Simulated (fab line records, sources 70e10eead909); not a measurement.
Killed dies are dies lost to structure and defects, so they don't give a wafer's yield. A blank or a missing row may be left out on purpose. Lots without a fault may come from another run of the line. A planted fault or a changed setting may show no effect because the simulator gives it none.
fab line records | flow nand_harc
record lots=13 wafers=38 last_day=32
route steps=1302 shown A_CHANNEL_HOLE_D1@475 A_CHANNEL_FILL_D1@492 END@1302
lots that met no fault: from a run of the same line without faults
start_h: hours from the record's first day to the start of the lot's first wafer shown | wait_h: hours since the lot's step before | " the same as in the row above | L1.1+2: a row that stands for several wafers | - no value, or no start given | * or withheld: withheld | < > ~ a bound
route shown NAME@n: a module of which the file shows steps, and the number in the route of the first | usual: mean/standard deviation of fault-free wafers | same: alike in all rows | chamber/n: place in a boat | sites: the reading at each site | _std_site: their standard deviation | _edge_site: outer sites' mean less inner sites' | radius_mm: how far each site lies from the wafer's centre | mask NAME#n: copy n | behind: the tool/chamber that last shaped the wafer | hold: why the lot was held/for how many hours/how that ended | device: the transistor (n, p or np) that didn't switch | end of line: the same wafers' tests at the end of the route | a step without rows: its recipe alone | killed: dies lost to structure and defects at the first sort, not the wafer's yield | map: a wafer's dies, x killed, . not, _ none there
set.NAME: the setting as run; set.NAME@STEP: as run at that earlier step | model.NAME: the simulator's own value behind a step, which no gauge read
steps of the route over a sample of lots; a table a step, a row a wafer
services: from which hour (start_h, from the record's first day; less than 0 if before it) a tool's chamber was out of use, for how many hours, and why
## steps
# step NHARC_A_CHANNEL_HOLE_D1_ETCH_23
# recipe bias_v=5000 source_w=withheld pressure_mtorr=20 time_s=819 ar_flow_sccm=375 c4f8_flow_sccm=89.3 o2_flow_sccm=35.7 temp_c=-20 target_depth_a=16000 chemistry=C4F8/O2/Ar
# usual drypump_motor_current_A=6.01/0.1 mfc_ar_sccm=374.8/1.2 showerhead_plenum_p_Torr=3.69/0.14 throttle_valve_pct=32.155/0.0096
# columns lot.wafer tool chamber start_h wait_h drypump_motor_current_A mfc_ar_sccm rf_hours_counter_h showerhead_plenum_p_Torr throttle_valve_pct
L259.1 har_etch-02 0 187.90 0.5 6.09 375.9 295 3.77 32.151
L259.3 " 1 " " 6.05 374.6 - 3.43 32.140
L259.6 " 0 " " 6.10 374.1 - 3.77 32.139
L260.1 har_etch-01 1 188.63 0.5 5.89 376.0 86 3.73 32.155
L260.2 " 0 " " 5.98 374.3 86 3.73 32.146
L260.5 " 0 " " 5.96 375.5 - 3.73 32.142
L261.1 har_etch-01 1 196.79 0.5 5.87 375.1 89 3.73 32.152
L261.3 " 1 " " 5.87 374.9 - 3.73 32.151
L261.5 " 1 " " 5.84 377.2 - 3.73 32.148
L262.2 har_etch-02 1 216.19 0.5 6.06 373.1 314 3.42 32.154
L262.3 " 1 " " 6.05 374.2 - 3.42 32.155
L262.5 " 1 " " 6.05 374.6 - 3.42 32.169
L264.3 har_etch-01 1 233.15 0.5 5.82 377.0 - 3.72 32.142
L264.5 " 0 " " 5.98 374.1 - 3.72 32.147
L264.6 " 1 " " 5.87 374.8 - 3.72 32.143
L266.2 har_etch-02 0 248.99 0.5 6.10 374.6 333 3.75 32.160
L266.1 " 1 " " 6.06 374.2 333 3.41 32.167
L266.5 " 1 " " 6.07 373.7 - 3.41 32.157
L265.1 har_etch-01 0 251.65 0.5 5.98 373.9 124 3.71 32.174
L265.4 " 0 " " 5.97 376.9 - 3.71 32.163
L265.6 " 0 " " 5.97 373.8 - 3.71 32.157
L267.2 har_etch-02 1 268.72 0.5 6.03 372.1 341 3.40 32.157
L267.3 " 1 " " 6.05 375.0 - 3.41 32.143
L267.5 " 0 " " 6.11 377.2 - 3.74 32.144
L270.4 har_etch-01 0 304.55 0.5 5.96 373.9 - 3.70 32.146
L270.3 " 1 " " 5.85 375.6 - 3.70 32.167
L270.5 " 0 " " 5.94 376.1 - 3.70 32.179
L271.3 har_etch-02 1 304.91 0.5 6.06 375.7 - 3.39 32.151
L271.6 " 0 " " 6.12 373.3 - 3.73 32.161
L271.5 " 1 " " 6.06 376.0 - 3.39 32.160
L274.2 har_etch-02 1 345.49 0.5 6.06 373.5 379 3.93 32.142
L274.4 " 0 " " 6.12 376.3 - 3.72 32.140
L274.5 " 1 " " 6.05 374.3 - 3.93 32.162
L275.5 har_etch-01 1 345.62 0.6 5.92 372.1 - 3.69 32.160
L275.6 " 0 " " 5.97 374.8 - 3.69 32.160
L278.1 har_etch-01 1 380.51 0.5 5.87 376.4 196 3.67 32.151
L278.2 " 0 " " 5.92 374.0 196 3.67 32.157
L278.6 " 1 " " 5.84 373.7 - 3.67 32.142
# step NHARC_A_CHANNEL_HOLE_D1_INSPECT_40
# usual raw_defect_count=76/28
# columns lot.wafer tool chamber start_h wait_h raw_defect_count
L259.1 defect_inspect-02 - 192.17 - 79
L259.3 " - " " 74
L259.6 " - " " 92
L260.1 defect_inspect-02 - 192.92 - 33
L260.2 " - " " 43
L260.5 " - " " 38
L261.1 defect_inspect-02 - 200.93 - 45
L261.3 " - " " 49
L261.5 " - " " 73
L262.2 defect_inspect-02 - 220.38 - 88
L262.3 " - " " 93
L262.5 " - " " 88
L264.3 defect_inspect-02 - 237.33 - 40
L264.5 " - " " 27
L264.6 " - " " 39
L266.1 defect_inspect-02 - 253.41 - 93
L266.2 " - " " 98
L266.5 " - " " 87
L265.1 defect_inspect-02 - 255.91 - 47
L265.4 " - " " 49
L265.6 " - " " 41
L267.2 defect_inspect-02 - 272.87 - 74
L267.3 " - " " 77
L267.5 " - " " 94
L270.3 defect_inspect-01 - 308.61 - 52
L270.4 " - " " 47
L270.5 " - " " 54
L271.3 defect_inspect-01 - 308.85 - 87
L271.5 " - " " 102
L271.6 " - " " 92
L275.5 defect_inspect-02 - 349.43 - 59
L275.6 " - " " 49
L274.2 defect_inspect-01 - 349.77 - 99
L274.4 " - " " 110
L274.5 " - " " 108
L278.1 defect_inspect-02 - 384.77 - 88
L278.2 " - " " 53
L278.6 " - " " 69
# step NHARC_A_CHANNEL_FILL_D1_ALD_02
# recipe target_thk_a=60 pulse_time_s=10 ald_cycles=60 temp_c=300 material=SiO2
# usual ald_cycles=60/0 heater_power_w=469/46 precursor_pulse_height_rel=0.999/0.021
# columns lot.wafer tool chamber start_h wait_h ald_cycles heater_power_w precursor_pulse_height_rel since_wet_clean_h
L259.1 ald_hk-04 3 192.37 - 60 465 1.001 106
L259.3 " 1 " " 60 479 1.013 106
L259.6 " 0 " " 60 491 0.999 -
L260.2 ald_hk-04 0 193.12 - 60 496 0.999 107
L260.1 " 1 " " 60 495 0.965 107
L260.5 " 1 " " 60 482 0.983 -
L261.3 ald_hk-04 2 201.27 - 60 391 0.988 115
L261.1 " 3 " " 60 454 1.002 115
L261.5 " 1 " " 60 483 0.978 -
L262.2 ald_hk-01 2 220.57 - 60 511 1.003 93
L262.3 " 0 " " 60 431 0.984 93
L262.5 " 2 " " 60 529 0.988 -
L264.3 ald_hk-04 1 237.60 - 60 489 1.026 151
L264.6 " 0 " " 60 488 1.006 -
L264.5 " 1 " " 60 479 1.049 -
L266.2 ald_hk-01 1 253.61 - 60 393 1.016 126
L266.1 " 2 " " 60 516 1.029 126
L266.5 " 1 " " 60 383 1.028 -
L265.4 ald_hk-03 2 256.10 - 60 406 1.002 34
L265.1 " 0 " " 60 464 0.984 35
L265.6 " 3 " " 60 451 0.986 -
L267.2 ald_hk-04 0 273.06 - 60 499 0.977 9
L267.3 " 3 " " 60 465 1.024 9
L267.5 " 0 " " 60 497 0.995 -
L270.4 ald_hk-03 0 308.88 - 60 473 0.983 87
L270.3 " 1 " " 60 524 0.999 87
L270.5 " 3 " " 60 436 1.018 -
L271.3 ald_hk-04 1 309.05 - 60 501 0.987 45
L271.5 " 1 " " 60 492 1.007 -
L271.6 " 2 " " 60 412 1.004 -
L275.5 ald_hk-04 3 349.91 - 72 470 1.018 -
L275.6 " 0 " " 72 505 0.968 -
L274.4 ald_hk-01 3 350.00 0.1 60 519 0.972 42
L274.2 " 1 " " 60 408 0.994 42
L274.5 " 0 " " 60 432 1.043 -
L278.2 ald_hk-04 2 388.25 - 60 406 1.015 124
L278.1 " 3 " " 60 474 1.037 124
L278.6 " 1 " " 72 496 0.957 -
# step NHARC_A_CHANNEL_FILL_D1_ALD_14
# recipe target_thk_a=25 pulse_time_s=10 ald_cycles=25 temp_c=300 material=SiO2
# usual ald_cycles=25/0 heater_power_w=464/46 precursor_pulse_height_rel=1.003/0.021
# columns lot.wafer tool chamber start_h wait_h ald_cycles heater_power_w precursor_pulse_height_rel since_wet_clean_h
L260.2 ald_hk-03 3 199.44 0.1 25 478 1.020 155
L260.1 " 0 " " 25 478 1.014 156
L260.5 " 1 " " 25 488 0.963 -
L259.3 ald_hk-04 3 199.44 0.1 25 454 1.023 113
L259.1 " 0 " " 25 485 0.975 113
L259.6 " 2 " " 25 402 1.005 -
L261.3 ald_hk-03 1 208.13 0.0 25 518 1.004 164
L261.1 " 3 " " 25 481 1.010 164
L261.5 " 2 " " 25 418 1.009 -
L262.2 ald_hk-01 0 227.60 0.0 25 431 1.000 100
L262.3 " 2 " " 25 511 0.996 100
L262.5 " 0 " " 25 430 1.025 -
L264.3 ald_hk-03 0 244.82 0.3 25 469 0.988 23
L264.6 " 1 " " 25 532 1.022 -
L264.5 " 2 " " 25 411 1.019 -
L266.1 ald_hk-01 0 262.53 1.9 25 428 1.006 135
L266.2 " 2 " " 25 527 0.993 135
L266.5 " 3 " " 25 514 1.009 -
L265.1 ald_hk-01 1 266.19 2.7 25 381 1.003 138
L265.4 " 3 " " 25 504 1.019 138
L265.6 " 0 " " 25 424 1.005 -
L267.3 ald_hk-01 2 280.08 0.0 25 519 0.981 152
L267.2 " 3 " " 25 504 1.026 152
L267.5 " 2 " " 25 511 1.017 -
L271.3 ald_hk-03 2 315.78 0.0 25 395 1.006 94
L271.6 " 2 " " 25 405 1.030 -
L271.5 " 3 " " 25 439 1.060 -
L270.3 ald_hk-01 0 315.83 0.1 25 408 1.032 8
L270.4 " 1 " " 25 394 1.021 8
L270.5 " 3 " " 25 526 1.031 -
L274.4 ald_hk-03 3 356.68 0.0 25 444 0.996 135
L274.2 " 0 " " 25 469 0.997 135
L274.5 " 0 " " 25 471 0.994 -
L275.6 ald_hk-04 0 356.84 0.2 25 518 1.023 -
L275.5 " 1 " " 25 497 1.008 -
L278.1 ald_hk-04 1 395.20 0.0 25 495 1.030 131
L278.2 " 2 " " 25 415 0.989 131
L278.6 " 1 " " 25 495 0.976 -
# step NHARC_END_SORT_01
# recipe temp_c=25
# usual killed_at_array=56/17 killed_at_other=0.9/1.2 killed_at_periphery=3.9/2.5 killed_dies=61/17 killed_open=3.2/1.8 killed_short=2.7/1.7
# same gross_dies=677
# columns lot.wafer tool chamber start_h wait_h killed_at_array killed_at_other killed_at_periphery killed_dies killed_open killed_short
L260.1 prober-01 0 572.51 2.5 28 2 0 30 3 1
L260.2 prober-01 0 573.30 2.8 46 2 3 51 4 3
L260.5 prober-01 0 575.69 3.7 35 0 2 37 1 2
L261.1 prober-02 0 577.79 2.5 50 0 1 51 4 2
L261.3 prober-02 0 579.39 3.1 49 0 3 52 4 2
L261.5 prober-02 0 580.99 3.7 43 0 2 45 2 2
L259.1 prober-02 0 585.60 2.5 60 2 5 67 3 7
L259.3 prober-02 0 587.21 3.1 66 1 1 68 2 0
L259.6 prober-02 0 589.63 4.0 64 3 4 71 2 3
L262.2 prober-01 0 594.45 2.8 62 2 4 68 2 2
L262.3 prober-01 0 595.25 3.1 79 5 5 89 5 1
L262.5 prober-01 0 596.85 3.7 71 4 6 81 3 2
L264.3 prober-01 0 618.38 3.1 41 0 2 43 3 2
L264.5 prober-01 0 619.97 3.7 50 0 2 52 1 4
L264.6 prober-01 0 620.77 4.0 30 2 2 34 1 1
L266.1 prober-01 0 632.11 2.5 59 0 3 62 4 2
L266.2 prober-01 0 632.91 2.8 63 0 3 66 5 2
L266.5 prober-01 0 635.30 3.7 60 0 4 64 6 4
L265.1 prober-02 0 632.12 2.5 51 0 13 64 3 4
L265.4 prober-02 0 634.47 3.3 46 1 6 53 2 0
L265.6 prober-02 0 636.04 3.9 51 0 7 58 2 2
L267.2 prober-02 0 645.82 2.8 65 0 4 69 7 2
L267.3 prober-02 0 646.63 3.1 76 0 3 79 2 3
L267.5 prober-02 0 648.25 3.7 74 0 7 81 2 3
L270.3 prober-01 0 681.96 3.1 48 0 2 50 3 6
L270.4 prober-01 0 682.77 3.4 61 1 7 69 4 3
L270.5 prober-01 0 683.57 3.7 43 0 9 52 3 0
L271.3 prober-02 0 686.71 3.1 48 0 2 50 0 1
L271.5 prober-02 0 688.30 3.7 59 0 6 65 3 1
L271.6 prober-02 0 689.10 4.0 60 1 7 68 7 0
L275.5 prober-01 0 713.78 3.6 29 0 4 33 3 3
L275.6 prober-01 0 714.56 3.9 40 0 6 46 4 3
L274.2 prober-01 0 732.19 2.8 68 1 4 73 3 4
L274.4 prober-01 0 733.78 3.4 74 3 3 80 2 3
L274.5 prober-01 0 734.57 3.7 69 3 7 79 5 3
L278.1 prober-01 0 752.19 2.5 64 1 1 66 2 2
L278.2 prober-01 0 752.97 2.8 52 0 1 53 5 1
L278.6 prober-01 0 756.13 3.9 43 2 4 49 5 4
# killed by level:class
L260.1 A_SLIT:chamber_film_flake=11 A_CHANNEL_HOLE_D2:chamber_film_flake=5 A_STAIRCASE:chamber_film_flake=3 A_CONTACT:chamber_film_flake=2 THIN_TSV:chamber_film_flake=2 A_CHANNEL_FILL_D1:geometric_particle:open=1 A_DECK1_JOINT:geometric_particle:short=1 A_WL_FILL:geometric_particle:open=1
L260.2 A_SLIT:chamber_film_flake=24 A_CHANNEL_HOLE_D2:chamber_film_flake=8 A_CHANNEL_FILL_D1:chamber_film_flake=2 A_STAIRCASE:chamber_film_flake=2 A_M1:chamber_film_flake=2 THIN_TSV:chamber_film_flake=2 P_M1:geometric_particle:open=1 A_DECK1_JOINT:geometric_particle:short=1
L260.5 A_SLIT:chamber_film_flake=21 A_CHANNEL_HOLE_D2:chamber_film_flake=5 A_STAIRCASE:chamber_film_flake=4 A_ONON_D2:geometric_particle:short=2 P_BONDPAD:chamber_film_flake=2 A_CHANNEL_FILL_D2:geometric_particle:open=1 A_CHANNEL_HOLE_D1:chamber_film_flake=1 A_CONTACT:chamber_film_flake=1
L261.1 A_CHANNEL_HOLE_D2:chamber_film_flake=37 A_STAIRCASE:chamber_film_flake=3 A_M0:geometric_particle:open=2 A_CONTACT:chamber_film_flake=2 P_M0:geometric_particle:short=1 A_DECK1_JOINT:geometric_particle:open=1 A_WL_FILL:geometric_particle:short=1 A_CONTACT:geometric_particle:open=1
L261.3 A_CHANNEL_HOLE_D2:chamber_film_flake=31 A_CHANNEL_FILL_D2:chamber_film_flake=4 A_CHANNEL_HOLE_D1:chamber_film_flake=3 A_STAIRCASE:chamber_film_flake=2 A_CONTACT:chamber_film_flake=2 P_M1:geometric_particle:open=1 A_ONON_D1:geometric_particle:open=1 A_CHANNEL_HOLE_D2:geometric_particle:short=1
L261.5 A_CHANNEL_HOLE_D2:chamber_film_flake=33 A_CHANNEL_HOLE_D1:chamber_film_flake=3 A_STAIRCASE:chamber_film_flake=2 P_STI:geometric_particle:short=1 P_M2:geometric_particle:short=1 A_ONON_D1:geometric_particle:open=1 A_CHANNEL_FILL_D2:geometric_particle:open=1 A_CHANNEL_FILL_D2:chamber_film_flake=1
L259.1 A_CHANNEL_HOLE_D1:chamber_film_flake=30 A_SLIT:chamber_film_flake=7 A_CONTACT:chamber_film_flake=5 A_STAIRCASE:chamber_film_flake=4 A_WL_FILL:geometric_particle:short=2 P_ZERO_WELL:chamber_film_flake=2 P_CONTACT:chamber_film_flake=2 A_CHANNEL_HOLE_D2:chamber_film_flake=2
L259.3 A_CHANNEL_HOLE_D1:chamber_film_flake=30 A_SLIT:chamber_film_flake=22 A_CHANNEL_HOLE_D2:chamber_film_flake=8 A_STAIRCASE:chamber_film_flake=3 P_GATE:geometric_particle:open=1 A_CONTACT:geometric_particle:open=1 A_CHANNEL_FILL_D2:chamber_film_flake=1 A_BLC:chamber_film_flake=1
L259.6 A_CHANNEL_HOLE_D1:chamber_film_flake=33 A_SLIT:chamber_film_flake=12 A_CHANNEL_HOLE_D2:chamber_film_flake=8 P_ZERO_WELL:chamber_film_flake=3 THIN_TSV:chamber_film_flake=3 A_STAIRCASE:chamber_film_flake=3 A_DECK1_JOINT:geometric_particle:short=2 A_CHANNEL_FILL_D1:chamber_film_flake=2
L262.2 A_CHANNEL_HOLE_D1:chamber_film_flake=31 A_SLIT:chamber_film_flake=16 P_GATE:chamber_film_flake=3 A_CHANNEL_HOLE_D2:chamber_film_flake=3 A_CONTACT:chamber_film_flake=3 A_STAIRCASE:chamber_film_flake=2 A_BLC:chamber_film_flake=2 THIN_TSV:chamber_film_flake=2
L262.3 A_CHANNEL_HOLE_D1:chamber_film_flake=37 A_SLIT:chamber_film_flake=28 THIN_TSV:chamber_film_flake=5 A_CHANNEL_HOLE_D2:chamber_film_flake=4 P_GATE:chamber_film_flake=3 A_CONTACT:chamber_film_flake=3 A_STAIRCASE:chamber_film_flake=2 P_CONTACT:geometric_particle:open=1
L262.5 A_CHANNEL_HOLE_D1:chamber_film_flake=34 A_SLIT:chamber_film_flake=15 A_CHANNEL_HOLE_D2:chamber_film_flake=7 A_STAIRCASE:chamber_film_flake=5 P_GATE:chamber_film_flake=4 THIN_TSV:chamber_film_flake=4 A_CONTACT:chamber_film_flake=3 P_ZERO_WELL:chamber_film_flake=2
L264.3 A_SLIT:chamber_film_flake=24 A_CHANNEL_HOLE_D2:chamber_film_flake=5 A_STAIRCASE:chamber_film_flake=2 A_WL_FILL:chamber_film_flake=2 A_ONON_D1:geometric_particle:open=1 A_CHANNEL_FILL_D1:geometric_particle:short=1 A_WL_FILL:geometric_particle:open=1 A_WL_FILL:geometric_particle:short=1
L264.5 A_SLIT:chamber_film_flake=24 A_CHANNEL_HOLE_D2:chamber_film_flake=14 A_STAIRCASE:chamber_film_flake=5 A_CONTACT:geometric_particle:short=2 P_CONTACT:geometric_particle:short=1 A_ONON_D2:geometric_particle:open=1 A_WL_FILL:geometric_particle:short=1 P_GATE:chamber_film_flake=1
L264.6 A_SLIT:chamber_film_flake=11 A_STAIRCASE:chamber_film_flake=8 A_CHANNEL_HOLE_D2:chamber_film_flake=5 P_ZERO_WELL:chamber_film_flake=2 A_M0:chamber_film_flake=2 THIN_TSV:chamber_film_flake=2 A_SGD_CUT:geometric_particle:open=1 A_WL_FILL:geometric_particle:short=1
L266.1 A_CHANNEL_HOLE_D1:chamber_film_flake=26 A_CHANNEL_HOLE_D2:chamber_film_flake=20 A_STAIRCASE:chamber_film_flake=4 A_CONTACT:chamber_film_flake=4 P_GATE:geometric_particle:open=1 P_CONTACT:geometric_particle:open=1 A_CHANNEL_FILL_D2:geometric_particle:short=1 A_CHANNEL_FILL_D2:geometric_particle:open=1
L265.1 A_SLIT:chamber_film_flake=25 A_CHANNEL_HOLE_D2:chamber_film_flake=9 P_M1:chamber_film_flake=5 P_CONTACT:chamber_film_flake=4 A_CHANNEL_HOLE_D1:chamber_film_flake=3 A_CONTACT:chamber_film_flake=3 A_ONON_D1:geometric_particle:short=2 P_ZERO_WELL:chamber_film_flake=2
L266.2 A_CHANNEL_HOLE_D1:chamber_film_flake=24 A_CHANNEL_HOLE_D2:chamber_film_flake=21 A_CONTACT:chamber_film_flake=5 A_STAIRCASE:chamber_film_flake=4 P_STI:chamber_film_flake=2 P_GATE:geometric_particle:open=1 A_CHANNEL_FILL_D1:geometric_particle:open=1 A_DECK1_JOINT:geometric_particle:open=1
L265.4 A_SLIT:chamber_film_flake=19 A_CHANNEL_HOLE_D2:chamber_film_flake=11 A_STAIRCASE:chamber_film_flake=6 A_CONTACT:chamber_film_flake=4 P_CONTACT:chamber_film_flake=3 P_M1:chamber_film_flake=2 P_CONTACT:geometric_particle:open=1 A_ONON_D2:geometric_particle:open=1
L266.5 A_CHANNEL_HOLE_D2:chamber_film_flake=23 A_CHANNEL_HOLE_D1:chamber_film_flake=21 A_SGD_CUT:chamber_film_flake=3 P_CONTACT:geometric_particle:open=2 A_STAIRCASE:chamber_film_flake=2 A_CONTACT:chamber_film_flake=2 P_GATE:geometric_particle:open=1 A_SOURCE_PLATE:geometric_particle:open=1
L265.6 A_SLIT:chamber_film_flake=30 A_CHANNEL_HOLE_D2:chamber_film_flake=7 A_STAIRCASE:chamber_film_flake=4 P_CONTACT:chamber_film_flake=3 A_ONON_D2:geometric_particle:short=2 A_CHANNEL_HOLE_D1:chamber_film_flake=2 A_CHANNEL_FILL_D2:chamber_film_flake=2 A_CONTACT:chamber_film_flake=2
L267.2 A_CHANNEL_HOLE_D1:chamber_film_flake=32 A_SLIT:chamber_film_flake=14 A_CHANNEL_HOLE_D2:chamber_film_flake=10 A_WL_FILL:geometric_particle:open=2 P_GATE:geometric_particle:open=1 P_CONTACT:geometric_particle:open=1 A_SOURCE_PLATE:geometric_particle:short=1 A_ONON_D1:geometric_particle:open=1
L267.3 A_CHANNEL_HOLE_D1:chamber_film_flake=35 A_SLIT:chamber_film_flake=17 A_CHANNEL_HOLE_D2:chamber_film_flake=15 A_CONTACT:chamber_film_flake=3 A_CHANNEL_FILL_D2:geometric_particle:short=2 A_STAIRCASE:chamber_film_flake=2 P_M0:geometric_particle:short=1 A_ONON_D2:geometric_particle:open=1
L267.5 A_CHANNEL_HOLE_D1:chamber_film_flake=36 A_SLIT:chamber_film_flake=19 A_CHANNEL_HOLE_D2:chamber_film_flake=13 P_GATE:chamber_film_flake=3 P_M1:chamber_film_flake=2 A_DECK1_JOINT:chamber_film_flake=2 P_CONTACT:geometric_particle:open=1 P_M0:geometric_particle:short=1
L270.3 A_SLIT:chamber_film_flake=17 A_CHANNEL_HOLE_D2:chamber_film_flake=14 A_CONTACT:chamber_film_flake=4 A_CHANNEL_HOLE_D1:chamber_film_flake=3 A_CHANNEL_FILL_D1:geometric_particle:short=2 A_CHANNEL_HOLE_D1:geometric_particle:open=1 A_ONON_D2:geometric_particle:open=1 A_CHANNEL_HOLE_D2:geometric_particle:short=1
L270.4 A_SLIT:chamber_film_flake=32 A_CHANNEL_HOLE_D2:chamber_film_flake=11 A_CONTACT:chamber_film_flake=7 A_CHANNEL_HOLE_D1:chamber_film_flake=4 P_STI:chamber_film_flake=3 P_M0:geometric_particle:open=2 P_GATE:geometric_particle:open=1 A_ONON_D1:geometric_particle:short=1
L270.5 A_SLIT:chamber_film_flake=18 A_CHANNEL_HOLE_D2:chamber_film_flake=16 P_STI:chamber_film_flake=6 A_CHANNEL_HOLE_D1:chamber_film_flake=5 P_M0:geometric_particle:open=1 A_DECK1_JOINT:geometric_particle:open=1 A_CONTACT:geometric_particle:open=1 P_ZERO_WELL:chamber_film_flake=1
L271.3 A_CHANNEL_HOLE_D1:chamber_film_flake=27 A_SGD_CUT:chamber_film_flake=8 A_SLIT:chamber_film_flake=7 A_CONTACT:chamber_film_flake=3 A_ONON_D2:geometric_particle:short=1 P_STI:chamber_film_flake=1 P_GATE:chamber_film_flake=1 A_ZERO_WELL:chamber_film_flake=1
L271.5 A_CHANNEL_HOLE_D1:chamber_film_flake=34 A_SLIT:chamber_film_flake=8 A_SGD_CUT:chamber_film_flake=6 A_CONTACT:chamber_film_flake=5 P_GATE:chamber_film_flake=4 A_M1:geometric_particle:open=2 P_M0:geometric_particle:open=1 A_DECK1_JOINT:geometric_particle:short=1
L271.6 A_CHANNEL_HOLE_D1:chamber_film_flake=33 A_SGD_CUT:chamber_film_flake=6 A_SLIT:chamber_film_flake=6 A_ZERO_WELL:chamber_film_flake=3 A_CHANNEL_FILL_D1:chamber_film_flake=3 A_CONTACT:chamber_film_flake=3 A_CHANNEL_HOLE_D2:geometric_particle:open=2 P_STI:chamber_film_flake=2
L275.5 A_CHANNEL_HOLE_D1:chamber_film_flake=11 A_WL_FILL:chamber_film_flake=4 P_STI:chamber_film_flake=3 A_STAIRCASE:chamber_film_flake=3 A_SLIT:chamber_film_flake=3 A_CONTACT:chamber_film_flake=3 A_M1:geometric_particle:open=2 P_CONTACT:geometric_particle:open=1
L275.6 A_CHANNEL_HOLE_D1:chamber_film_flake=12 A_CONTACT:chamber_film_flake=8 A_SLIT:chamber_film_flake=6 P_STI:chamber_film_flake=5 A_M1:geometric_particle:open=2 A_ZERO_WELL:chamber_film_flake=2 A_WL_FILL:chamber_film_flake=2 P_M0:geometric_particle:short=1
L274.2 A_CHANNEL_HOLE_D1:chamber_film_flake=30 A_CHANNEL_HOLE_D2:chamber_film_flake=21 A_CONTACT:chamber_film_flake=3 A_M0:geometric_particle:open=2 P_CONTACT:chamber_film_flake=2 A_ZERO_WELL:chamber_film_flake=2 A_CHANNEL_FILL_D1:chamber_film_flake=2 A_SLIT:chamber_film_flake=2
L274.4 A_CHANNEL_HOLE_D1:chamber_film_flake=31 A_CHANNEL_HOLE_D2:chamber_film_flake=23 A_SLIT:chamber_film_flake=5 A_CONTACT:chamber_film_flake=5 A_STAIRCASE:chamber_film_flake=3 THIN_TSV:chamber_film_flake=3 P_CONTACT:chamber_film_flake=2 A_ZERO_WELL:chamber_film_flake=2
L274.5 A_CHANNEL_HOLE_D1:chamber_film_flake=31 A_CHANNEL_HOLE_D2:chamber_film_flake=22 P_CONTACT:chamber_film_flake=4 A_SLIT:chamber_film_flake=3 A_WL_FILL:chamber_film_flake=3 A_ZERO_WELL:chamber_film_flake=2 A_CONTACT:chamber_film_flake=2 THIN_TSV:chamber_film_flake=2
L278.1 A_CHANNEL_HOLE_D2:chamber_film_flake=32 A_CHANNEL_HOLE_D1:chamber_film_flake=14 A_SLIT:chamber_film_flake=4 A_DECK1_JOINT:chamber_film_flake=3 A_STAIRCASE:chamber_film_flake=3 A_CONTACT:chamber_film_flake=3 A_ONON_D1:geometric_particle:short=1 A_DECK1_JOINT:geometric_particle:open=1
L278.2 A_CHANNEL_HOLE_D1:chamber_film_flake=19 A_CHANNEL_HOLE_D2:chamber_film_flake=13 A_DECK1_JOINT:chamber_film_flake=5 A_STAIRCASE:chamber_film_flake=4 A_SLIT:chamber_film_flake=3 A_ONON_D2:geometric_particle:open=2 A_ONON_D1:geometric_particle:short=1 A_ONON_D1:geometric_particle:open=1
L278.6 A_CHANNEL_HOLE_D2:chamber_film_flake=13 A_SLIT:chamber_film_flake=8 A_CHANNEL_HOLE_D1:chamber_film_flake=7 A_ZERO_WELL:chamber_film_flake=2 A_CHANNEL_FILL_D1:chamber_film_flake=2 A_STAIRCASE:chamber_film_flake=2 A_WL_FILL:chamber_film_flake=2 P_STI:geometric_particle:open=1
## services
# columns tool chamber start_h hours kind
ald_hk-03 - 212.00 10.0 pm
ald_hk-03 0 212.00 10.0 vent_cycle
ald_hk-03 1 212.00 10.0 vent_cycle
ald_hk-03 2 212.00 10.0 vent_cycle
ald_hk-03 3 212.00 10.0 vent_cycle
ald_hk-03 0 222.00 - clean
ald_hk-03 - 248.47 0.5 repair
ald_hk-04 - 254.52 10.0 pm
ald_hk-04 0 254.52 10.0 vent_cycle
ald_hk-04 1 254.52 10.0 vent_cycle
ald_hk-04 2 254.52 10.0 vent_cycle
ald_hk-04 3 254.52 10.0 vent_cycle
ald_hk-04 0 264.52 - clean
ald_hk-04 1 264.52 - clean
ald_hk-04 2 264.52 - clean
ald_hk-04 3 264.52 - clean
ald_hk-04 - 282.13 4.4 repair
ald_hk-01 0 298.10 10.0 vent_cycle
ald_hk-01 1 298.10 10.0 vent_cycle
ald_hk-01 0 308.10 - clean
ald_hk-01 1 308.10 - clean
ald_hk-01 2 308.10 - clean
ald_hk-01 3 308.10 - clean
har_etch-02 - 377.15 17.0 pm
## key
first_sign step=NHARC_A_CHANNEL_FILL_D1_ALD_02 reading=ald_cycles direction=up sigmas=99+ usual=60 struck=72
effect none on later readings
met_at NHARC_A_CHANNEL_FILL_D1_ALD_02
struck_lots L275,L278
struck_wafers L275.5,L275.6,L278.6
tester_left_out L275,L278
not_acting_at NHARC_A_CHANNEL_HOLE_D1_ETCH_23,NHARC_A_CHANNEL_HOLE_D1_INSPECT_40,NHARC_A_CHANNEL_FILL_D1_ALD_14
onset_between 309.05 349.91
fault kind=process_parameter_drift tool=ald_hk-04 chamber=- onset_h=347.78 steps=NHARC_A_CHANNEL_FILL_D1_ALD_02 channel=ald_cycles offset=12 shape=step end_h=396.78 scope=struck_wafers_only acts_in=these_recipes_only stated=60
# tester_left_out: of these lots the tester's yield and bins aren't shown, on N5 and GAA mostly nor the transistor test; their killed dies are dies lost to structure and defects alone, not to doping, threshold or leakage, so they don't give the yield
